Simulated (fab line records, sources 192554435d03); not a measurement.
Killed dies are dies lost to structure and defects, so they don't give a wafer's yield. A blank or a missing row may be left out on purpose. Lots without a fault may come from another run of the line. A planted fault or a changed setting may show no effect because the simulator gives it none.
A struck lot beside a sound one | flow n5_finfet | 15 steps out of a route of 1938
Sound: wafers L210.2, L210.5, L210.6. Struck: wafers L217.5, L217.6. (L217.3 of the same lot was not struck and is left out.) The cause comes at the end.
At each step with rows: each side's tool, then ch and its chambers, then its first start. Under that, the readings that differ: sound wafers | struck wafers | difference of the means | sigmas: that difference in standard deviations of wafers without a fault.
alike: readings whose means differ by less than 2 such deviations, and words and numbers that are the same on both sides. not compared: withheld readings, readings that some wafer has no value for, bounds like >300 that may hide the same value, and numbers for which the record gives no deviation and whose values overlap.
The two part at a step that has a row with sigmas, a row that says differs or no value, or rows on one side only. Numbers that don't overlap but have no deviation are shown without sigmas and don't part them. A reading that every wafer of one side lacks parts them only if that side has two wafers or more.

N5_FIN_CUT_INSPECT_10: inspects for defects (brightfield).
  sound on defect_inspect-01, day 2 14:34; struck on defect_inspect-02, day 4 08:41
  alike: raw_defect_count
then, 1 step without rows for these wafers: N5_FIN_CUT_DESCUM_13 (chemistry O2, time 7 s).
N5_FIN_CUT_ETCH_30: etches underlayer in N2/H2, target depth 13 nm, time 10.4 s.
  sound on rie_diel-06 ch 0,3, day 2 14:38; struck on rie_diel-06 ch 0,3, day 4 08:45
  alike: drypump_motor_current_A, etch_rf_on_time_s, oes_product_au, rf_fwd_power_W, rf_vpp_V, showerhead_plenum_p_Torr, throttle_valve_pct
  not compared: rf_hours_counter_h
then, 4 steps without rows for these wafers: N5_FIN_CUT_ETCH_20 (etches SiARC in CF4, target depth 26 nm, time 43.3 s); N5_FIN_CUT_ETCH_21 (etches SOC in N2/H2, target depth 219 nm, overetch 43.8 nm, time 523.5 s); N5_FIN_CUT_STRIP_23 (strips in N2/H2); N5_FIN_CUT_STRIP_31 (strips in N2/H2).
N5_FIN_CUT_STRIP_24: strips in CF4.
  sound on rie_diel-06 ch 0,3, day 2 15:01; struck on rie_diel-06 ch 0,3, day 4 09:08
  alike: drypump_motor_current_A, oes_product_au, rf_fwd_power_W, rf_vpp_V, showerhead_plenum_p_Torr, throttle_valve_pct
  not compared: rf_hours_counter_h
then, 1 step without rows for these wafers: N5_FIN_CUT_CUT_ETCH_26 (etches SiNx in CH3F/O2, target depth 39 nm, time 55.7 s).
N5_FIN_CUT_CUT_ETCH_27: etches SiO2 in CHF3/O2, target depth 4 nm, overetch 2 nm, time 4.9 s.
  sound on rie_diel-06 ch 0,3, day 2 15:05; struck on rie_diel-06 ch 0,3, day 4 09:12
  alike: drypump_motor_current_A, mfc_ar_sccm, oes_product_au, rf_fwd_power_W, rf_vpp_V, showerhead_plenum_p_Torr, throttle_valve_pct
  not compared: rf_hours_counter_h
N5_FIN_CUT_PRECLEAN_35: cleans in vHF, time 13.3 s.
  sound on vapor_etch-01 ch 0,1, day 2 15:09; struck on vapor_etch-02 ch 0,1, day 4 09:17
  alike: drypump_motor_current_A, foreline_p_Torr, pressure_torr
then, 1 step without rows for these wafers: N5_FIN_CUT_CUT_ETCH_15 (etches Si in HBr/Cl2/O2, target depth 100 nm, bt time 10 s, time 42.4 s).
N5_FIN_CUT_CUT_ETCH_28: etches Si in HBr/Cl2/O2, target depth 6 nm, time 2.4 s.
  sound on rie_si-05 ch 0,2,3, day 2 15:17; struck on rie_si-06 ch 2,3, day 4 09:24
  reading                  | sound             | struck      | difference | sigmas
  oes_product_au (a.u.)    | 0.987 0.990 0.987 | 1.046 1.021 | +0.046     | +3
  model.etch.depth_nm (nm) | 5.972 5.961 6.045 | 7.67 7.764  | +1.72      |
  alike: drypump_motor_current_A, he_backside_leak_sccm, throttle_valve_pct
  not compared: rf_fwd_power_W, rf_hours_counter_h
N5_FIN_CUT_STRIP_22: strips in N2/H2.
  sound on rie_diel-05 ch 1,2,3, day 2 15:23; struck on rie_diel-02 ch 0,3, day 4 09:28
  alike: drypump_motor_current_A, oes_product_au, rf_vpp_V, showerhead_plenum_p_Torr, throttle_valve_pct
  not compared: rf_hours_counter_h
-- the record jumps here: 6 days lie between the struck wafers' starts before and after (it left off in module FIN_CUT and takes up again in module BEOL_M4, whose first step shown is number 1111 of the route) --
N5_BEOL_M4_RC_MEAS_101:
  sound on prober-01 ch 0, day 8 05:38; struck on prober-01 ch 0, day 10 17:47
  alike: DIBL_N, DIBL_P, IOFF_N, IOFF_P, ION_N, ION_P, SS_N, SS_P, VT_N, VT_P

WHERE THEY PART
Only at N5_FIN_CUT_CUT_ETCH_28, within this record. Later steps at which nothing parts them and some readings are alike: N5_FIN_CUT_STRIP_22, N5_BEOL_M4_RC_MEAS_101.

WHY: what the simulator had put in
Process parameter drift: rie_si-06, from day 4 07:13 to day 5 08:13, at N5_FIN_CUT_CUT_ETCH_28. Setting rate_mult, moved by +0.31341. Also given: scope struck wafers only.
